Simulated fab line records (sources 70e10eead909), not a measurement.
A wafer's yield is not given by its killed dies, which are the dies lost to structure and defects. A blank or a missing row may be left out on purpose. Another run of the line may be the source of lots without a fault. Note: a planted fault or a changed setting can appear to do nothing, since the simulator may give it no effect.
Check for tools in common / flow nand-harc / Lots sampled 14, wafers sampled 48

## REASON IT WAS OPENED
Flagged at NHARC_A_ONON_D1_THK_MEAS_27: reading thk-nm, on 2 of 14 lots. Fault-free wafers read 1002 nm, with a standard deviation of 9.3.
Rule: a lot is flagged when every wafer of it that has a number lies more than 4 standard deviations from that mean, or none has a number. The other lots count as sound.

lot=L834; measured=day 7 21:16; on=film-metro-02; thk-nm (nm), wafer by wafer=998 996 998; flag=
lot=L836; measured=day 8 10:43; on=film-metro-02; thk-nm (nm), wafer by wafer=1017 1017 1016; flag=
lot=L835; measured=day 8 10:43; on=film-metro-02; thk-nm (nm), wafer by wafer=1006 1002 1004; flag=
lot=L837; measured=day 8 20:59; on=film-metro-01; thk-nm (nm), wafer by wafer=1014 1014 1012; flag=
lot=L838; measured=day 9 02:41; on=film-metro-01; thk-nm (nm), wafer by wafer=1003 1003 1001; flag=
lot=L839; measured=day 9 02:42; on=film-metro-01; thk-nm (nm), wafer by wafer=1013 1012 1011; flag=
lot=L841; measured=day 9 17:12; on=film-metro-01; thk-nm (nm), wafer by wafer=992 991 992; flag=
lot=L843; measured=day 10 08:49; on=film-metro-02; thk-nm (nm), wafer by wafer=996 995 997; flag=
lot=L850; measured=day 11 22:19; on=film-metro-01; thk-nm (nm), wafer by wafer=1609 1610 1610 1607 1609 1609; flag=FLAGGED
lot=L852; measured=day 12 09:42; on=film-metro-02; thk-nm (nm), wafer by wafer=1626 1626 1626 1627 1626 1629; flag=FLAGGED
lot=L853; measured=day 12 09:44; on=film-metro-01; thk-nm (nm), wafer by wafer=1010 1008 1010; flag=
lot=L855; measured=day 13 06:00; on=film-metro-02; thk-nm (nm), wafer by wafer=998 996 998; flag=
lot=L857; measured=day 13 06:08; on=film-metro-01; thk-nm (nm), wafer by wafer=988 986 988; flag=
lot=L856; measured=day 13 06:21; on=film-metro-02; thk-nm (nm), wafer by wafer=1003 1005 1004; flag=
The numbers of the flagged lots are 1618 nm on average: +616 nm against the usual, or +66 standard deviations.

## LOT BY LOT: THE TOOL USED
2 process steps preceding the reading are held in the record, out of 1159 steps in the route. Read each cell as the tool, then ch plus the chambers that the sampled wafers visited, then the start.
lot=L834; flag=; NHARC_P_BONDPAD_DEGAS_25=pvd-sputter-03, day 6 10:04; NHARC_A_ONON_D1_DEP_25=pecvd-onon-01 ch 0, day 7 20:46
lot=L836; flag=; NHARC_P_BONDPAD_DEGAS_25=pvd-sputter-01, day 6 20:30; NHARC_A_ONON_D1_DEP_25=pecvd-onon-01 ch 0, day 8 10:16
lot=L835; flag=; NHARC_P_BONDPAD_DEGAS_25=pvd-sputter-02, day 6 20:55; NHARC_A_ONON_D1_DEP_25=pecvd-onon-02 ch 0, day 8 10:12
lot=L837; flag=; NHARC_P_BONDPAD_DEGAS_25=pvd-sputter-03, day 7 06:49; NHARC_A_ONON_D1_DEP_25=pecvd-onon-02 ch 0, day 8 20:28
lot=L838; flag=; NHARC_P_BONDPAD_DEGAS_25=pvd-sputter-01, day 7 13:59; NHARC_A_ONON_D1_DEP_25=pecvd-onon-02 ch 0, day 9 02:22
lot=L839; flag=; NHARC_P_BONDPAD_DEGAS_25=pvd-sputter-03, day 7 14:38; NHARC_A_ONON_D1_DEP_25=pecvd-onon-01 ch 0, day 9 02:11
lot=L841; flag=; NHARC_P_BONDPAD_DEGAS_25=pvd-sputter-03, day 8 05:27; NHARC_A_ONON_D1_DEP_25=pecvd-onon-03 ch 0, day 9 16:41
lot=L843; flag=; NHARC_P_BONDPAD_DEGAS_25=pvd-sputter-01, day 8 16:37; NHARC_A_ONON_D1_DEP_25=pecvd-onon-02 ch 0, day 10 08:26
lot=L850; flag=FLAGGED; NHARC_P_BONDPAD_DEGAS_25=pvd-sputter-02, day 10 09:44; NHARC_A_ONON_D1_DEP_25=pecvd-onon-02 ch 0, day 11 21:49
lot=L852; flag=FLAGGED; NHARC_P_BONDPAD_DEGAS_25=pvd-sputter-03, day 10 19:26; NHARC_A_ONON_D1_DEP_25=pecvd-onon-02 ch 0, day 12 09:14
lot=L853; flag=; NHARC_P_BONDPAD_DEGAS_25=pvd-sputter-03, day 10 20:52; NHARC_A_ONON_D1_DEP_25=pecvd-onon-03 ch 0, day 12 09:12
lot=L855; flag=; NHARC_P_BONDPAD_DEGAS_25=pvd-sputter-01, day 11 16:56; NHARC_A_ONON_D1_DEP_25=pecvd-onon-01 ch 0, day 13 05:29
lot=L857; flag=; NHARC_P_BONDPAD_DEGAS_25=pvd-sputter-03, day 11 17:47; NHARC_A_ONON_D1_DEP_25=pecvd-onon-03 ch 0, day 13 05:44
lot=L856; flag=; NHARC_P_BONDPAD_DEGAS_25=pvd-sputter-01, day 11 18:21; NHARC_A_ONON_D1_DEP_25=pecvd-onon-01 ch 0, day 13 05:54
What the steps here do:
- NHARC_P_BONDPAD_DEGAS_25: time 60 s.
- NHARC_A_ONON_D1_DEP_25: target thk 1000 nm.
- NHARC_A_ONON_D1_THK_MEAS_27: measures by ellipsometry.

## FLAGGED OVER TOTAL, TOOL BY TOOL (the gauges that took the reading come last)
step=NHARC_P_BONDPAD_DEGAS_25; tool=pvd-sputter-01; lots run=5; flagged=0; share of the flagged lots=none; sound lots run after its first flagged lot=-
step=NHARC_P_BONDPAD_DEGAS_25; tool=pvd-sputter-02; lots run=2; flagged=1; share of the flagged lots=some; sound lots run after its first flagged lot=0
step=NHARC_P_BONDPAD_DEGAS_25; tool=pvd-sputter-03; lots run=7; flagged=1; share of the flagged lots=some; sound lots run after its first flagged lot=2 (L853,L857)
step=NHARC_A_ONON_D1_DEP_25; tool=pecvd-onon-01; lots run=5; flagged=0; share of the flagged lots=none; sound lots run after its first flagged lot=-
step=NHARC_A_ONON_D1_DEP_25; tool=pecvd-onon-02; lots run=6; flagged=2; share of the flagged lots=all; sound lots run after its first flagged lot=0
step=NHARC_A_ONON_D1_DEP_25; tool=pecvd-onon-03; lots run=3; flagged=0; share of the flagged lots=none; sound lots run after its first flagged lot=-
step=NHARC_A_ONON_D1_THK_MEAS_27; tool=film-metro-01; lots run=7; flagged=1; share of the flagged lots=some; sound lots run after its first flagged lot=2 (L853,L857)
step=NHARC_A_ONON_D1_THK_MEAS_27; tool=film-metro-02; lots run=7; flagged=1; share of the flagged lots=some; sound lots run after its first flagged lot=2 (L855,L856)

## WHAT THE TABLE ALLOWS
1 row of the table ran every flagged lot: pecvd-onon-02 at NHARC_A_ONON_D1_DEP_25.
- pecvd-onon-02 at NHARC_A_ONON_D1_DEP_25 ran 6 lots, 2 of them flagged. Last sound lot L843 at day 10 08:26, first flagged lot L850 at day 11 21:49; a fault beginning in between fits.
Just one tool remains: pecvd-onon-02 at NHARC_A_ONON_D1_DEP_25.

## WHAT THE SIMULATOR HAD INSERTED
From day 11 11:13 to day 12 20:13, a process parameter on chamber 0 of pecvd-onon-02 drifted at NHARC_A_ONON_D1_DEP_25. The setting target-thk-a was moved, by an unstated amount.
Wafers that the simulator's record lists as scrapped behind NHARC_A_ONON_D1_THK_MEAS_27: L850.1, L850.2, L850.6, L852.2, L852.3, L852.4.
Struck lots among those shown: L850, L852. The rule above found the same.
